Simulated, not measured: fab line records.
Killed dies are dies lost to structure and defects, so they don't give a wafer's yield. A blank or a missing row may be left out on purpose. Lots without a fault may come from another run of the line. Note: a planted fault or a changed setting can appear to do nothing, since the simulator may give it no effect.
fab line records	flow nand-harc
[record] lots = 6	wafers = 18	last-day = 25
route steps=1159 shown A_BONDPAD@1073 HYBRID_BOND@1094 THIN_TSV@1101 END@1159
lots that met no fault: from a run of the same line without faults
start-h: hours from the record's opening day to when the first of the lot's shown wafers began	wait-h: how many hours have passed since the lot's step before this one	" same as the row above	L1.1+2: a row that stands for several wafers	- no value, or no start was given	* or withheld: withheld	< > ~ a bound
route shown NAME@n: names a module that has steps shown in the file, with the first one's number in the route	usual: average and standard deviation across the fault-free wafers	same: alike in all rows	chamber/n: place in a boat	sites: readings site by site	_std_site: how widely they spread, as a standard deviation	_edge_site: outer sites' mean less inner sites'	radius-mm: how far each site lies from the wafer's centre	mask NAME#n: copy n	behind: the most recent tool/chamber to have shaped the wafer	hold: the reason the lot was held/the length of the hold in hours/how it ended	device: which transistor (n, p or np) failed to switch	end of line: at the end of the route, the tests of the same wafers	for a step that has no rows: nothing shown but its recipe	killed: at the first sort, the dies lost to defects and structure; wafer yield is something else	map: shows each die of a wafer: x if killed, . if not, _ if none is there
set.NAME: the run value of the setting; set.NAME@STEP: its run value at that earlier step	model.NAME: the simulator's own value behind a step, which no gauge read
lots at some steps of the route; a table a step, a row a wafer
services: from which hour (start-h, from the record's first day; less than 0 if before it) a tool's chamber was out of use, for how many hours, and why
[[steps]]
[step NHARC_A_BONDPAD_OVL_MEAS_35]
[usual] overlay-x-nm = 0/6.9	overlay-y-nm = 0/5.3
lot.wafer	tool	chamber	start-h	wait-h	overlay-x-nm	overlay-y-nm
L764.1	overlay-02	-	412.61	-	-3	3
L764.4	"	-	"	"	-3	3
L764.5	"	-	"	"	-3	4
L767.2	overlay-01	-	423.28	-	-14	2
L767.3	"	-	"	"	-14	1
L767.5	"	-	"	"	-13	2
L772.2	overlay-02	-	484.62	-	6	-6
L772.4	"	-	"	"	6	-5
L772.5	"	-	"	"	6	-5
L775.2	overlay-01	-	505.04	-	-6	-5
L775.3	"	-	"	"	-7	-5
L775.5	"	-	"	"	-6	-5
L783.1	overlay-02	-	518.58	-	16	-8
L783.2	"	-	"	"	16	-7
L783.5	"	-	"	"	16	-7
L782.4	overlay-02	-	523.80	-	-2	14
L782.5	"	-	"	"	-1	14
L782.6	"	-	"	"	-2	13
[step NHARC_A_BONDPAD_HARDBAKE_10]
[recipe] temp-c = 118	time-s = 65
[step NHARC_A_BONDPAD_DESCUM_11]
[recipe] time-s = 3	o2-flow-sccm = 200	ar-flow-sccm = 0	bias-power-w = 0	chemistry = O2
[step NHARC_A_BONDPAD_ETCH_34]
[recipe] target-depth-a = 600	overetch-a = 180	time-s = 65.91	ion-energy-ev = 200	n2-flow-sccm = 150	h2-flow-sccm = 150	ar-flow-sccm = 0	rf-w = 400	bias-w = 150	chemistry = N2/H2
[step NHARC_A_BONDPAD_ETCH_12]
[recipe] target-depth-a = 2200	time-s = 110	chf3-flow-sccm = 50	o2-flow-sccm = 10	ar-flow-sccm = 200	rf-w = 500	bias-w = 200	chemistry = CHF3/O2
[usual] chamber-pressure-mTorr = 25.004/0.027	drypump-motor-current-A = 5.6/0.65	oes-product-au = 0.936/0.019	rf-vpp-V = 371.6/2	showerhead-plenum-p-Torr = 2.45/0.088	throttle-valve-pct = 20.572/0.0093
lot.wafer	tool	chamber	start-h	wait-h	chamber-pressure-mTorr	drypump-motor-current-A	oes-product-au	rf-hours-counter-h	rf-vpp-V	showerhead-plenum-p-Torr	throttle-valve-pct
L764.4	rie-diel-03	1	-	-	24.978	4.8	0.963	1	371.8	2.48	20.577
L764.1	"	0	"	"	24.986	6.5	0.954	1	371.7	2.53	20.566
L764.5	"	1	"	"	24.990	4.8	0.959	-	372.2	2.48	20.567
L767.3	rie-diel-04	2	-	-	25.000	5.9	0.930	24	369.5	2.36	20.573
L767.2	"	0	"	"	24.979	5.8	0.933	23	371.9	2.44	20.566
L767.5	"	2	"	"	24.975	5.9	0.934	-	370.7	2.36	20.576
L772.2	rie-diel-03	0	-	-	24.985	6.5	0.935	2	372.7	2.53	20.556
L772.5	"	1	"	"	24.995	4.8	0.957	-	372.7	2.48	20.580
L772.4	"	2	"	"	24.983	5.0	0.958	-	368.8	2.33	20.581
L775.2	rie-diel-03	3	-	-	24.992	5.2	0.954	3	374.3	2.52	20.574
L775.3	"	1	"	"	24.992	4.8	0.936	3	370.9	2.48	20.562
L775.5	"	3	"	"	25.020	5.2	0.953	-	373.0	2.52	20.570
L783.2	rie-diel-06	0	-	-	24.988	5.9	0.935	38	371.1	2.42	20.576
L783.1	"	3	"	"	24.988	6.3	0.915	37	374.6	2.58	20.572
L783.5	"	1	"	"	25.021	6.5	0.940	-	373.8	2.48	20.571
L782.4	rie-diel-06	2	-	-	24.990	6.4	0.914	35	370.6	2.42	20.574
L782.5	"	1	"	"	25.006	6.5	0.923	-	371.0	2.48	20.566
L782.6	"	2	"	"	25.007	6.4	0.921	-	369.7	2.42	20.566
[step NHARC_A_BONDPAD_CD_MEAS_13]
[usual] cd-nm = 499.2/2.1
lot.wafer	tool	chamber	start-h	wait-h	cd-nm
L764.1	cd-sem-03	-	413.05	-	502.1
L764.4	"	-	"	"	500.3
L764.5	"	-	"	"	501.0
L767.2	cd-sem-03	-	423.72	-	497.7
L767.3	"	-	"	"	497.3
L767.5	"	-	"	"	497.9
L772.2	cd-sem-01	-	485.11	-	498.5
L772.4	"	-	"	"	499.1
L772.5	"	-	"	"	498.9
L775.2	cd-sem-02	-	505.48	-	500.6
L775.3	"	-	"	"	501.0
L775.5	"	-	"	"	501.5
L783.1	cd-sem-03	-	519.50	-	501.5
L783.2	"	-	"	"	502.8
L783.5	"	-	"	"	502.8
L782.4	cd-sem-01	-	524.35	-	498.1
L782.5	"	-	"	"	494.0
L782.6	"	-	"	"	496.8
[step NHARC_A_BONDPAD_STRIP_15]
[recipe] o2-flow-sccm = 500	ar-flow-sccm = 0	bias-w = 0	chemistry = O2
[usual] chamber-pressure-mTorr = 60.00/0.05	drypump-motor-current-A = 5.7/0.65	oes-product-au = 0.995/0.0096	rf-vpp-V = 58.0/0.89	showerhead-plenum-p-Torr = 3.60/0.13	throttle-valve-pct = 17.037/0.0091
lot.wafer	tool	chamber	start-h	wait-h	chamber-pressure-mTorr	drypump-motor-current-A	oes-product-au	rf-hours-counter-h	rf-vpp-V	showerhead-plenum-p-Torr	throttle-valve-pct
L764.4	rie-diel-03	2	413.14	0.1	59.95	5.1	1.007	1	55.5	3.43	17.047
L764.1	"	0	"	"	60.03	6.5	0.981	1	57.5	3.71	17.048
L764.5	"	2	"	"	60.02	5.0	0.998	-	58.3	3.43	17.038
L767.2	rie-diel-04	3	423.83	0.1	59.97	5.1	0.991	23	57.2	3.36	17.044
L767.3	"	0	"	"	59.96	5.9	1.007	23	58.2	3.59	17.033
L767.5	"	1	"	"	59.96	5.5	1.004	-	58.8	3.74	17.032
L772.2	rie-diel-03	2	485.18	0.1	59.97	5.1	0.990	3	59.2	3.43	17.025
L772.4	"	2	"	"	60.11	5.1	0.994	-	57.0	3.43	17.037
L772.5	"	1	"	"	60.02	4.9	0.973	-	58.3	3.64	17.036
L775.3	rie-diel-06	1	505.58	0.1	59.95	6.5	1.009	32	57.8	3.64	17.047
L775.2	"	2	"	"	59.97	6.5	1.002	28	57.7	3.55	17.035
L775.5	"	0	"	"	60.04	5.9	1.008	-	57.4	3.56	17.037
L783.2	rie-diel-03	3	519.58	0.1	60.05	5.2	0.985	4	58.0	3.70	17.030
L783.1	"	1	"	"	60.09	4.9	0.992	4	57.3	3.64	17.044
L783.5	"	3	"	"	60.02	5.3	0.989	-	56.8	3.70	17.050
L782.4	rie-diel-03	2	524.43	0.1	60.07	5.1	1.006	5	58.1	3.43	17.053
L782.6	"	2	"	"	60.07	5.1	1.005	-	58.0	3.43	17.046
L782.5	"	3	"	"	60.00	5.2	0.989	-	58.4	3.70	17.024
[step NHARC_A_BONDPAD_ETCH_24]
[recipe] target-depth-a = 300	over-etch-frac = 0.3	time-s = 72.99	ion-energy-ev = 150	cf4-flow-sccm = 50	n2-flow-sccm = 100	ar-flow-sccm = 150	rf-w = 300	bias-w = 100	chemistry = CF4/N2
[step NHARC_A_BONDPAD_STRIP_16]
[recipe] time-s = 600	temp-c = 30	chemistry = post-etch-residue-remover
[step NHARC_A_BONDPAD_DEGAS_25]
[recipe] temp-c = 300	time-s = 60
[step NHARC_A_BONDPAD_PRE_CLEAN_26]
[recipe] time-s = 30	temp-c = 280	gas = H2/He
[usual] heater-power-w = 401/45
lot.wafer	tool	chamber	start-h	wait-h	heater-power-w
L764.1	pvd-sputter-02	-	-	-	384
L764.4	"	-	"	"	458
L764.5	"	-	"	"	406
L767.2	pvd-sputter-02	-	-	-	379
L767.3	"	-	"	"	388
L767.5	"	-	"	"	413
L772.4	pvd-sputter-03	-	-	-	444
L772.2	"	-	"	"	414
L772.5	"	-	"	"	432
L775.2	pvd-sputter-03	-	-	-	400
L775.3	"	-	"	"	421
L775.5	"	-	"	"	315
L783.2	pvd-sputter-03	-	-	-	308
L783.1	"	-	"	"	383
L783.5	"	-	"	"	312
L782.4	pvd-sputter-03	-	-	-	308
L782.6	"	-	"	"	415
L782.5	"	-	"	"	315
[step NHARC_A_BONDPAD_PVD_17]
[recipe] target-thk-a = 50	bias-v = 168.6	power-w = 15000	chamber-pressure-pa = 0.12	time-s = 8.06	substrate-temp-c = 50	material = TaN
[step NHARC_A_BONDPAD_PVD_27]
[recipe] target-thk-a = 300	chamber-pressure-pa = 5	power-w = 5000	substrate-temp-c = 30	time-s = 20.49	material = Cu
[usual] throttle-valve-pct = 29.9/0.98
lot.wafer	tool	chamber	start-h	wait-h	throttle-valve-pct
L764.1	pvd-sputter-02	-	413.94	-	31.4
L764.4	"	-	"	"	31.5
L764.5	"	-	"	"	29.2
L767.2	pvd-sputter-02	-	424.57	-	29.2
L767.3	"	-	"	"	30.2
L767.5	"	-	"	"	31.5
L772.4	pvd-sputter-03	-	486.00	-	29.8
L772.2	"	-	"	"	29.8
L772.5	"	-	"	"	27.4
L775.2	pvd-sputter-03	-	508.42	-	28.3
L775.3	"	-	"	"	29.4
L775.5	"	-	"	"	30.1
L783.2	pvd-sputter-03	-	520.37	-	29.5
L783.1	"	-	"	"	29.6
L783.5	"	-	"	"	28.0
L782.4	pvd-sputter-03	-	525.25	-	28.2
L782.5	"	-	"	"	29.5
L782.6	"	-	"	"	29.9
[step NHARC_A_BONDPAD_ECD_18]
[recipe] target-thk-a = 4000	bath-temp-c = 25	material = Cu
[step NHARC_A_BONDPAD_ANNEAL_28]
[recipe] temp-c = 225	time-s = 90
[step NHARC_A_BONDPAD_CMP_19]
[recipe] t-overpolish-s = 30	cu-recess-touch-s = 16	target-thk-nm = 169.8
[step NHARC_A_BONDPAD_SRD_21]
[recipe] time-s = 30	temp-c = 23	dry-time-s = 20	spin-rpm = 1500
[step NHARC_A_BONDPAD_INSPECT_23]
[usual] raw-defect-count = 500/130
lot.wafer	tool	chamber	start-h	wait-h	raw-defect-count
L764.1	defect-inspect-02	-	415.34	0.0	814
L764.4	"	-	"	"	614
L764.5	"	-	"	"	556
L767.2	defect-inspect-01	-	426.04	0.0	474
L767.3	"	-	"	"	428
L767.5	"	-	"	"	345
L772.2	defect-inspect-02	-	487.40	0.0	365
L772.4	"	-	"	"	447
L772.5	"	-	"	"	480
L775.2	defect-inspect-02	-	509.79	0.0	553
L775.3	"	-	"	"	491
L775.5	"	-	"	"	553
L783.1	defect-inspect-02	-	521.79	0.0	485
L783.2	"	-	"	"	810
L783.5	"	-	"	"	390
L782.4	defect-inspect-01	-	526.60	0.0	545
L782.5	"	-	"	"	363
L782.6	"	-	"	"	434
[step NHARC_HYBRID_BOND_ACTIVATE_00]
[recipe] time-s = 60	n2-flow-sccm = 200	ar-flow-sccm = 0	bias-power-w = 0	chemistry = N2
[usual] drypump-motor-current-A = 5.9/0.4	oes-product-au = 0.999/0.0084	rf-vpp-V = 64.0/0.94	showerhead-plenum-p-Torr = 1.76/0.095
lot.wafer	tool	chamber	start-h	wait-h	drypump-motor-current-A	oes-product-au	rf-hours-counter-h	rf-vpp-V	showerhead-plenum-p-Torr
L764.4	rie-diel-08	0	415.41	0.1	5.4	1.005	10	63.3	1.89
L764.1	"	1	"	"	5.9	1.008	12	64.1	1.80
L764.5	"	0	"	"	5.4	1.012	-	64.4	1.89
L767.2	rie-diel-13	2	426.12	0.1	6.5	1.011	56	64.5	1.90
L767.3	"	3	"	"	5.4	0.996	56	64.8	1.62
L767.5	"	0	"	"	5.7	1.004	-	64.2	1.78
L772.2	rie-diel-01	1	487.47	0.1	5.6	0.990	61	63.1	1.64
L772.4	"	2	"	"	5.8	1.004	61	64.9	1.65
L772.5	"	1	"	"	5.6	0.991	-	63.0	1.64
L775.3	rie-diel-08	0	509.85	0.1	5.4	1.004	3	65.0	1.89
L775.2	"	3	"	"	6.5	0.996	3	63.1	1.72
L775.5	"	3	"	"	6.5	0.991	-	64.4	1.72
L783.2	rie-diel-08	2	521.87	0.1	5.9	0.997	4	63.7	1.64
L783.5	"	2	"	"	5.9	0.990	-	64.7	1.64
L782.4	rie-diel-08	3	526.68	0.1	6.5	1.006	5	63.4	1.72
L782.5	"	2	"	"	6.0	0.986	-	62.4	1.64
[step NHARC_HYBRID_BOND_PRECLEAN_01]
[recipe] time-s = 300	temp-c = 23	chemistry = DIW
[step NHARC_HYBRID_BOND_SRD_02]
[recipe] time-s = 30	temp-c = 23	dry-time-s = 20	spin-rpm = 1500
[step NHARC_HYBRID_BOND_BOND_03]
[recipe] temp-c = 25
[step NHARC_HYBRID_BOND_ANNEAL_04]
[recipe] temp-c = 300	time-s = 7200	ramp-up-c-per-min = 5	ramp-down-c-per-min = 3	idle-temp-c = 100	pressure-atm = 1
[step NHARC_HYBRID_BOND_OVL_MEAS_05]
[usual] overlay-x-nm = -4/33	overlay-y-nm = -2/31
lot.wafer	tool	chamber	start-h	wait-h	overlay-x-nm	overlay-y-nm
L764.1	overlay-01	-	425.21	0.4	28	44
L764.4	"	-	"	"	-22	27
L764.5	"	-	"	"	27	-36
L767.2	overlay-01	-	437.03	0.4	-19	-12
L767.3	"	-	"	"	13	1
L767.5	"	-	"	"	-14	-43
L772.2	overlay-01	-	499.62	0.4	-62	41
L772.4	"	-	"	"	73	-10
L772.5	"	-	"	"	-3	12
L775.2	overlay-01	-	519.58	0.4	15	-24
L775.3	"	-	"	"	16	-27
L775.5	"	-	"	"	8	-13
L783.2	overlay-01	-	531.48	0.4	-50	41
L783.5	"	-	"	"	29	29
L782.4	overlay-01	-	538.63	0.4	-1	45
L782.5	"	-	"	"	53	-37
[step NHARC_HYBRID_BOND_INSPECT_06]
[recipe] inspect-instrument = ir-void
[usual] raw-defect-count = 35/15
lot.wafer	tool	chamber	start-h	wait-h	raw-defect-count
L764.1	defect-inspect-02	-	425.26	0.0	38
L764.4	"	-	"	"	44
L764.5	"	-	"	"	43
L767.2	defect-inspect-01	-	437.09	0.1	30
L767.3	"	-	"	"	21
L767.5	"	-	"	"	14
L772.2	defect-inspect-02	-	499.68	0.1	21
L772.4	"	-	"	"	10
L772.5	"	-	"	"	20
L775.2	defect-inspect-01	-	519.63	0.1	27
L775.3	"	-	"	"	29
L775.5	"	-	"	"	19
L783.2	defect-inspect-02	-	531.55	0.1	50
L783.5	"	-	"	"	43
L782.4	defect-inspect-02	-	538.69	0.1	54
L782.5	"	-	"	"	60
[step NHARC_THIN_TSV_GRIND_00]
[recipe] target-thk-um = 6
[step NHARC_THIN_TSV_CMP_01]
[recipe] target-thk-um = 3
[step NHARC_THIN_TSV_THK_MEAS_02]
[recipe] thk-meas-gauge = ir
[usual] thk-nm = 2957/210
lot.wafer	tool	chamber	start-h	wait-h	thk-nm
L764.1	film-metro-02	-	493.18	-	2655
L764.4	"	-	"	"	2741
L764.5	"	-	"	"	2828
L767.2	film-metro-01	-	499.17	-	2837
L767.3	"	-	"	"	2957
L767.5	"	-	"	"	2822
L772.2	film-metro-01	-	506.37	-	3170
L772.4	"	-	"	"	3176
L772.5	"	-	"	"	3010
L775.2	film-metro-01	-	522.47	0.2	3028
L775.3	"	-	"	"	3164
L775.5	"	-	"	"	3073
L783.2	film-metro-02	-	535.56	-	2863
L783.5	"	-	"	"	2982
L782.4	film-metro-01	-	540.32	-	2774
L782.5	"	-	"	"	2670
[step NHARC_THIN_TSV_SRD_03]
[step NHARC_THIN_TSV_PRECLEAN_41]
[recipe] time-s = *	temp-c = 50	bath-age-min = 0	chemistry = SC1
[step NHARC_THIN_TSV_SRD_42]
[step NHARC_THIN_TSV_DEP_43]
[recipe] target-thk-a = 13285	temp-c = withheld	pressure-torr = 6.5	rf-w = 900	teos-flow-sccm = 161.4	flow-sccm = 2650	target-thk-nm = 1328.5	gas = O2	material = SiO2
[usual] throttle-valve-pct = 16.2/0.49
lot.wafer	tool	chamber	start-h	wait-h	throttle-valve-pct
L764.1	pecvd-03	1	493.49	-	16.3
L764.5	"	2	"	"	15.4
L764.4	"	1	"	"	16.4
L767.2	pecvd-03	1	499.39	-	16.4
L767.3	"	0	"	"	16.8
L767.5	"	0	"	"	16.7
L772.2	pecvd-02	1	506.59	-	17.0
L772.5	"	1	"	"	16.8
L772.4	"	2	"	"	15.9
L775.3	pecvd-03	0	522.79	-	16.8
L775.2	"	1	"	"	16.6
L775.5	"	0	"	"	16.5
L783.2	pecvd-03	0	535.83	-	17.0
L783.5	"	2	"	"	15.8
L782.5	pecvd-02	2	540.70	-	15.9
L782.4	"	0	"	"	15.8
[step NHARC_THIN_TSV_DEHYDRATE_04]
[recipe] temp-c = 150	time-s = 120
[step NHARC_THIN_TSV_HMDS_05]
[recipe] time-s = 30
[step NHARC_THIN_TSV_COAT_06]
[recipe] spin-rpm = *
[step NHARC_THIN_TSV_SOFTBAKE_07]
[recipe] temp-c = 122	time-s = 95
[step NHARC_THIN_TSV_EBR_08]
[step NHARC_THIN_TSV_EXPOSE_09]
[recipe] na = 0.55	dose-mj = 30.7	mask-id = TSV
[step NHARC_THIN_TSV_PEB_10]
[recipe] peb-temp-c = 118	peb-time-s = 85
[step NHARC_END_SORT_01]
[recipe] temp-c = 25
[usual] defect-limited-yield = 95.6/1.6	killed-at-array = 26/11	killed-at-other = 0.4/0.78	killed-at-periphery = 3.4/2.4	killed-dies = 29/11	killed-open = 3.1/1.9	killed-short = 1.9/1.4	sort_bin_2_pct = 1.3/0.63	sort_bin_3_pct = 0.20/0.18	sort_bin_4_pct = 2.8/1.1	sort-n-pass = 648/11	sort-rim-yield-pct = 95/3.4	sort-yield-pct = 95.6/1.6
[same] gross-dies = 677	sort_bin_5_pct[%] = 0	sort_bin_6_pct[%] = 0	sort_bin_7_pct[%] = 0	sort_bin_8_pct[%] = 0	sort-rim-n-gross = 106.00
lot.wafer	tool	chamber	start-h	wait-h	defect-limited-yield[%]	killed-at-array	killed-at-other	killed-at-periphery	killed-dies	killed-open	killed-short	sort_bin_2_pct[%]	sort_bin_3_pct[%]	sort_bin_4_pct[%]	sort-n-pass	sort-rim-yield-pct[%]	sort-yield-pct[%]
L764.1	prober-02	0	513.16	2.5	95.3	28	0	4	32	3	3	1.2	0.15	3.4	645	96	95.3
L764.4	prober-02	0	515.60	3.4	95.1	30	0	3	33	3	1	1.5	0.15	3.2	644	92	95.1
L764.5	prober-02	0	516.41	3.7	95.1	30	0	3	33	1	2	1.9	0	3.0	644	94	95.1
L767.2	prober-01	0	545.22	2.8	97.2	16	0	3	19	2	0	0.7	0.15	1.9	658	95	97.2
L767.3	prober-01	0	546.02	3.1	96.6	17	0	6	23	4	0	1.0	0.15	2.2	654	94	96.6
L767.5	prober-01	0	547.62	3.7	98.4	9	0	2	11	0	0	0.6	0.15	0.9	666	98	98.4
L783.1	prober-01	0	583.39	2.5	0	671	0	6	677	4	3	95.4	0.30	4.3	0	0	0
L783.2	prober-01	0	584.20	2.8	96.2	22	0	4	26	3	4	1.5	0.30	2.1	651	93	96.2
L783.5	prober-01	0	586.63	3.7	96.2	19	0	7	26	4	1	1.5	0	2.4	651	88	96.2
L782.4	prober-02	0	597.35	7.1	94.1	40	0	0	40	3	2	1.3	0.44	4.1	637	94	94.1
L782.5	prober-02	0	598.15	7.4	95.4	26	0	5	31	2	2	1.6	0.44	2.5	646	88	95.4
L782.6	prober-02	0	598.95	7.7	0	673	0	4	677	2	1	93.4	0.15	6.5	0	0	0
// killed by level:class
L764.1 A_CHANNEL_HOLE_D1:chamber-film-flake=15 A_SLIT:chamber-film-flake=5 P_M0:geometric-particle:short=2 A_ONON_D1:geometric-particle:open=2 A_STAIRCASE:chamber-film-flake=2 A_CONTACT:chamber-film-flake=2 A_WL_FILL:geometric-particle:short=1 A_CONTACT:geometric-particle:open=1
L764.4 A_CHANNEL_HOLE_D1:chamber-film-flake=13 A_STAIRCASE:chamber-film-flake=5 A_ZERO_WELL:chamber-film-flake=3 A_SLIT:chamber-film-flake=3 A_ONON_D1:geometric-particle:short=1 A_ONON_D1:geometric-particle:open=1 A_CHANNEL_HOLE_D1:geometric-particle:open=1 A_CHANNEL_FILL_D1:geometric-particle:open=1
L764.5 A_CHANNEL_HOLE_D1:chamber-film-flake=15 A_SLIT:chamber-film-flake=6 A_STAIRCASE:chamber-film-flake=5 A_CONTACT:chamber-film-flake=2 P_GATE:geometric-particle:short=1 P_CONTACT:geometric-particle:open=1 A_ONON_D1:geometric-particle:short=1 P_GATE:chamber-film-flake=1
L767.2 A_CHANNEL_HOLE_D1:chamber-film-flake=7 A_CONTACT:chamber-film-flake=4 P_CONTACT:chamber-film-flake=2 A_STAIRCASE:geometric-particle:open=1 A_CONTACT:geometric-particle:open=1 P_ZERO_WELL:chamber-film-flake=1 A_STAIRCASE:chamber-film-flake=1 A_SLIT:chamber-film-flake=1
L767.3 A_CHANNEL_HOLE_D1:chamber-film-flake=8 A_CONTACT:chamber-film-flake=3 P_CONTACT:chamber-film-flake=2 A_STAIRCASE:chamber-film-flake=2 P_GATE:geometric-particle:open=1 P_M0:geometric-particle:open=1 A_WL_FILL:geometric-particle:open=1 A_CONTACT:geometric-particle:open=1
L767.5 A_CHANNEL_HOLE_D1:chamber-film-flake=3 A_STAIRCASE:chamber-film-flake=3 P_GATE:chamber-film-flake=1 P_CONTACT:chamber-film-flake=1 A_SLIT:chamber-film-flake=1 A_WL_FILL:chamber-film-flake=1 A_CONTACT:chamber-film-flake=1
L783.1 A_BONDPAD:area-pvd=634 A_SLIT:chamber-film-flake=21 A_CONTACT:chamber-film-flake=6 A_CHANNEL_HOLE_D1:chamber-film-flake=3 A_CONTACT:geometric-particle:open=2 P_STI:chamber-film-flake=2 P_M1:chamber-film-flake=2 P_GATE:geometric-particle:open=1
L783.2 A_CONTACT:chamber-film-flake=7 A_SLIT:chamber-film-flake=5 A_M0:geometric-particle:short=2 P_GATE:chamber-film-flake=2 A_CHANNEL_HOLE_D1:chamber-film-flake=2 P_CONTACT:geometric-particle:short=1 A_CHANNEL_FILL_D1:geometric-particle:short=1 A_WL_FILL:geometric-particle:open=1
L783.5 A_SLIT:chamber-film-flake=6 P_M1:chamber-film-flake=4 A_CHANNEL_HOLE_D1:chamber-film-flake=4 A_CONTACT:chamber-film-flake=3 P_STI:chamber-film-flake=2 P_M0:geometric-particle:open=1 A_ONON_D1:geometric-particle:short=1 A_CHANNEL_FILL_D1:geometric-particle:open=1
L782.4 A_CHANNEL_HOLE_D1:chamber-film-flake=23 A_SLIT:chamber-film-flake=7 A_CONTACT:chamber-film-flake=4 A_CONTACT:geometric-particle:open=2 A_ONON_D1:geometric-particle:short=1 A_WL_FILL:geometric-particle:open=1 A_BLC:geometric-particle:short=1 A_M0:chamber-film-flake=1
L782.5 A_CHANNEL_HOLE_D1:chamber-film-flake=15 A_SLIT:chamber-film-flake=6 P_CONTACT:geometric-particle:open=2 A_WL_FILL:geometric-particle:short=2 P_M2:chamber-film-flake=2 A_CONTACT:chamber-film-flake=2 P_GATE:chamber-film-flake=1 A_STAIRCASE:chamber-film-flake=1
L782.6 A_BONDPAD:area-pvd=617 A_CHANNEL_HOLE_D1:chamber-film-flake=23 A_SLIT:chamber-film-flake=23 A_M0:chamber-film-flake=3 A_CONTACT:chamber-film-flake=3 A_STAIRCASE:chamber-film-flake=2 P_M2:geometric-particle:open=1 A_WL_FILL:geometric-particle:short=1
// map L782.6 (x killed, . not)
____________x____________
_________xxxxxxx_________
_______xxxxxxxxxxx_______
______xxxxxxxxxxxxx______
_____xxxxxxxxxxxxxxx_____
____xxxxxxxxxxxxxxxxx____
____xxxxxxxxxxxxxxxxx____
___xxxxxxxxxxxxxxxxxxx___
___xxxxxxxxxxxxxxxxxxx___
__xxxxxxxxxxxxxxxxxxxxx__
__xxxxxxxxxxxxxxxxxxxxx__
_xxxxxxxxxxxxxxxxxxxxxxx_
_xxxxxxxxxxxxxxxxxxxxxxx_
_xxxxxxxxxxxxxxxxxxxxxxx_
_xxxxxxxxxxxxxxxxxxxxxxx_
_xxxxxxxxxxxxxxxxxxxxxxx_
xxxxxxxxxxxxxxxxxxxxxxxxx
xxxxxxxxxxxxxxxxxxxxxxxxx
xxxxxxxxxxxxxxxxxxxxxxxxx
xxxxxxxxxxxxxxxxxxxxxxxxx
xxxxxxxxxxxxxxxxxxxxxxxxx
_xxxxxxxxxxxxxxxxxxxxxxx_
_xxxxxxxxxxxxxxxxxxxxxxx_
_xxxxxxxxxxxxxxxxxxxxxxx_
_xxxxxxxxxxxxxxxxxxxxxxx_
_xxxxxxxxxxxxxxxxxxxxxxx_
__xxxxxxxxxxxxxxxxxxxxx__
__xxxxxxxxxxxxxxxxxxxxx__
___xxxxxxxxxxxxxxxxxxx___
___xxxxxxxxxxxxxxxxxxx___
____xxxxxxxxxxxxxxxxx____
____xxxxxxxxxxxxxxxxx____
_____xxxxxxxxxxxxxxx_____
______xxxxxxxxxxxxx______
_______xxxxxxxxxxx_______
_________xxxxxxx_________
____________x____________
// map L783.1 (x killed, . not)
____________x____________
_________xxxxxxx_________
_______xxxxxxxxxxx_______
______xxxxxxxxxxxxx______
_____xxxxxxxxxxxxxxx_____
____xxxxxxxxxxxxxxxxx____
____xxxxxxxxxxxxxxxxx____
___xxxxxxxxxxxxxxxxxxx___
___xxxxxxxxxxxxxxxxxxx___
__xxxxxxxxxxxxxxxxxxxxx__
__xxxxxxxxxxxxxxxxxxxxx__
_xxxxxxxxxxxxxxxxxxxxxxx_
_xxxxxxxxxxxxxxxxxxxxxxx_
_xxxxxxxxxxxxxxxxxxxxxxx_
_xxxxxxxxxxxxxxxxxxxxxxx_
_xxxxxxxxxxxxxxxxxxxxxxx_
xxxxxxxxxxxxxxxxxxxxxxxxx
xxxxxxxxxxxxxxxxxxxxxxxxx
xxxxxxxxxxxxxxxxxxxxxxxxx
xxxxxxxxxxxxxxxxxxxxxxxxx
xxxxxxxxxxxxxxxxxxxxxxxxx
_xxxxxxxxxxxxxxxxxxxxxxx_
_xxxxxxxxxxxxxxxxxxxxxxx_
_xxxxxxxxxxxxxxxxxxxxxxx_
_xxxxxxxxxxxxxxxxxxxxxxx_
_xxxxxxxxxxxxxxxxxxxxxxx_
__xxxxxxxxxxxxxxxxxxxxx__
__xxxxxxxxxxxxxxxxxxxxx__
___xxxxxxxxxxxxxxxxxxx___
___xxxxxxxxxxxxxxxxxxx___
____xxxxxxxxxxxxxxxxx____
____xxxxxxxxxxxxxxxxx____
_____xxxxxxxxxxxxxxx_____
______xxxxxxxxxxxxx______
_______xxxxxxxxxxx_______
_________xxxxxxx_________
____________x____________
[[services]]
tool	chamber	start-h	hours	kind
pvd-sputter-02	-	392.00	10.0	pm
rie-diel-03	-	392.30	9.0	pm
rie-diel-04	3	397.47	2.3	repair
rie-diel-03	-	404.87	1.6	repair
rie-diel-06	-	418.27	9.0	pm
rie-diel-13	2	445.58	10.8	repair
rie-diel-13	-	453.25	9.0	pm
rie-diel-08	1	456.44	8.4	repair
rie-diel-04	-	466.30	9.0	pm
rie-diel-03	-	467.76	0.7	repair
rie-diel-03	0	468.93	12.0	repair
rie-diel-03	3	472.55	14.5	repair
pecvd-03	-	473.18	13.0	pm
rie-diel-08	-	478.84	9.0	pm
rie-diel-03	-	478.87	0.9	repair
rie-diel-01	-	493.07	9.0	pm
pvd-sputter-03	-	496.82	10.0	pm
rie-diel-08	-	500.71	0.4	repair
rie-diel-08	1	509.17	7.4	repair
pecvd-03	-	510.36	1.3	repair
pecvd-02	-	515.28	13.0	pm
pvd-sputter-02	-	522.09	1.1	repair
pecvd-03	0	523.88	7.3	repair
rie-diel-01	0	538.32	4.7	repair
[[key]]
[first-sign] step = NHARC_END_SORT_01	reading = sort_bin_2_pct	direction = up	sigmas = 99+	usual = 1.3	struck = 94.4
[effect] step = NHARC_END_SORT_01	reading = killed-at-array	direction = up	sigmas = 61	usual = 26	struck = 672
[more-kills-born-at] NHARC_A_BONDPAD_PVD_27@pvd-sputter-03 = 1251
met-at NHARC_A_BONDPAD_PVD_27
struck-wafers L782.6,L783.1
later-rows-left-out L782.6,L783.1
[fault] kind = process-parameter-drift	tool = pvd-sputter-03	chamber = -	onset-h = 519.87	steps = NHARC_A_BONDPAD_PVD_27	channel = target-thk-a	offset = *	shape = step	end-h = 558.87	acts-in = *	stated = *	scope = struck-wafers-only
// later-rows-left-out: the simulator's readings of these wafers behind a module that went badly wrong aren't trusted and aren't shown, but for the sort
